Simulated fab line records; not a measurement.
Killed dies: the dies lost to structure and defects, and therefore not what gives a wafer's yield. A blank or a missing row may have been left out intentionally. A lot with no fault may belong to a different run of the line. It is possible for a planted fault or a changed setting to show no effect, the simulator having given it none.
A lot that was struck, set against a sound lot ; flow nand_harc ; 25 steps out of a route of 1159
Sound: these wafers, L889.4, L889.5, L889.6. Struck: wafer L897.4 (L897.1, L897.6, from the same lot, were not struck and are left out); the cause is given at the end.
Order at every step that has rows: each side's tool, ch and its chambers, its first start. Under that, the readings that differ: sound wafers ; struck wafers ; difference of the means ; sigmas: that difference in standard deviations of wafers without a fault.
alike: a reading whose means differ by less than 2 such deviations, as well as words and numbers matching on both sides. not compared: withheld readings; readings where some wafer has no value; bounds like >300 that might hide an equal value; numbers whose values overlap and for which the record gives no deviation.
The two part at a step that has a row with sigmas, a row that says differs or no value, or rows on one side only. Numbers that don't overlap but have no deviation are shown without sigmas and don't part them. A reading that every wafer of one side lacks parts them only if that side has two wafers or more.

first, 1 step without rows for these wafers: NHARC_P_M0_SRD_25.
NHARC_P_M0_INSPECT_27:
  sound on defect_inspect-02 at day 7 06:50; struck on defect_inspect-02 at day 9 10:42
reading;sound;struck;difference;sigmas
raw_defect_count;453 827 712;307;-357;-3
NHARC_P_M0_PRE_CLEAN_31: time 12 s.
  sound on pecvd-02 ch 0,1,2, day 7 06:56; struck on pecvd-02 ch 1, day 9 11:32
  alike: heater_power_w
NHARC_P_M0_DEP_32: deposits SiCN, target thk 30 nm.
  sound on pecvd-02 ch 0,1,2, day 7 07:06; struck on pecvd-02 ch 1, day 9 11:37
  alike: heater_power_w
then, 7 steps without rows for these wafers: NHARC_P_M1_DEP_00 (deposits SiOC, target thk 182.5 nm); NHARC_P_M1_DEHYDRATE_01 (time 120 s); NHARC_P_M1_HMDS_02 (time 30 s); NHARC_P_M1_COAT_34 (time 65 s); NHARC_P_M1_COAT_03 (resist thk 90 nm); NHARC_P_M1_SOFTBAKE_04 (time 55 s); NHARC_P_M1_EBR_05.
NHARC_P_M1_EXPOSE_06: exposes mask P M1, target cd 130 nm.
  sound on arfi_scanner-02 ch 0, day 7 08:04; struck on arfi_scanner-02 ch 0, day 9 12:44
  alike: mask, exposure_dose_mJ_cm2
then, 2 steps without rows for these wafers: NHARC_P_M1_PEB_07 (peb time 65 s); NHARC_P_M1_DEVELOP_08 (develop time 35 s).
NHARC_P_M1_CD_MEAS_09: target cd 130 nm.
  sound on cd_sem-03 ch 0, day 7 08:12; struck on cd_sem-03 ch 0, day 9 12:52
reading;sound;struck;difference;sigmas
cd_nm (nm);129.3 129.4 130.1;142.8;+13.2;+28
NHARC_P_M1_OVL_MEAS_10: pitch 260 nm.
  sound on overlay-02 at day 7 08:17; struck on overlay-01 at day 9 12:58
  alike: overlay_x_nm, overlay_y_nm
NHARC_P_M1_INSPECT_11:
  sound on defect_inspect-02 at day 7 08:19; struck on defect_inspect-01 at day 9 12:59
  alike: raw_defect_count
NHARC_P_M1_DESCUM_14: chemistry O2, time 3 s.
  sound on rie_diel-03 ch 0,1,3, day 7 08:25; struck on rie_diel-07 ch 3, day 9 13:04
reading;sound;struck;difference;sigmas
drypump_motor_current_A (A);5.5 4.9 5.9;6.7;+1.3;+3
rf_vpp_V (V);57.3 58.5 58.7;55.9;-2.3;-3
model.P_M1.cd_nm (nm);128.8 129.3 130;142.8;+13.4;
  alike: oes_product_au, showerhead_plenum_p_Torr, throttle_valve_pct
  not compared: rf_hours_counter_h
NHARC_P_M1_ETCH_35: etches the open film in N2/H2, target depth 40 nm, overetch 12 nm, time 43.94 s.
  sound on rie_diel-03 ch 2,3, day 7 08:28; struck on rie_diel-07 ch 3, day 9 13:09
reading;sound;struck;difference;sigmas
drypump_motor_current_A (A);5.0 5.0 5.5;6.7;+1.5;+3
  alike: n2_flow_sccm, oes_product_au, rf_vpp_V, showerhead_plenum_p_Torr, throttle_valve_pct
  not compared: rf_hours_counter_h
NHARC_P_M1_ETCH_15: etches the open film in C4F8/Ar, target depth 182.5 nm, time 91.2 s.
  sound on rie_diel-03 ch 2,3; struck on rie_diel-07 ch 2
  alike: oes_product_au, rf_vpp_V
  not compared: rf_hours_counter_h
NHARC_P_M1_CD_MEAS_16:
  sound on cd_sem-03 at day 7 08:41; struck on cd_sem-03 at day 9 13:22
reading;sound;struck;difference;sigmas
cd_nm (nm);128.6 129.1 129.3;143.0;+14.0;+22
NHARC_P_M1_STRIP_18: strips in N2/H2.
  sound on rie_diel-07 ch 0,1,2, day 7 08:52; struck on rie_diel-07 ch 2, day 9 13:28
reading;sound;struck;difference;sigmas
rf_hours_counter_h (h);- - -;11;no value on the sound wafers;
  alike: drypump_motor_current_A, n2_flow_sccm, oes_product_au, rf_vpp_V, showerhead_plenum_p_Torr, throttle_valve_pct
NHARC_P_M1_ETCH_28: etches the open film in CF4/N2, target depth 30 nm, time 72.99 s.
  sound on rie_diel-07 ch 0,1,2; struck on rie_diel-07 ch 0
reading;sound;struck;difference;sigmas
rf_hours_counter_h (h);- - -;10;no value on the sound wafers;
throttle_valve_pct (%);19.802 19.791 19.802;19.819;+0.021;+2
model.P_M1.cd_nm (nm);128.9 129 129.5;142.3;+13.2;
  alike: drypump_motor_current_A, n2_flow_sccm, oes_product_au, rf_vpp_V, showerhead_plenum_p_Torr
then, 2 steps without rows for these wafers: NHARC_P_M1_STRIP_19 (strips in post etch residue remover, time 600 s); NHARC_END_SORT_01.

== WHERE THEY PART ==
First at NHARC_P_M0_INSPECT_27; last, within this record, at NHARC_P_M1_ETCH_28.

WHY: what had been put in by the simulator
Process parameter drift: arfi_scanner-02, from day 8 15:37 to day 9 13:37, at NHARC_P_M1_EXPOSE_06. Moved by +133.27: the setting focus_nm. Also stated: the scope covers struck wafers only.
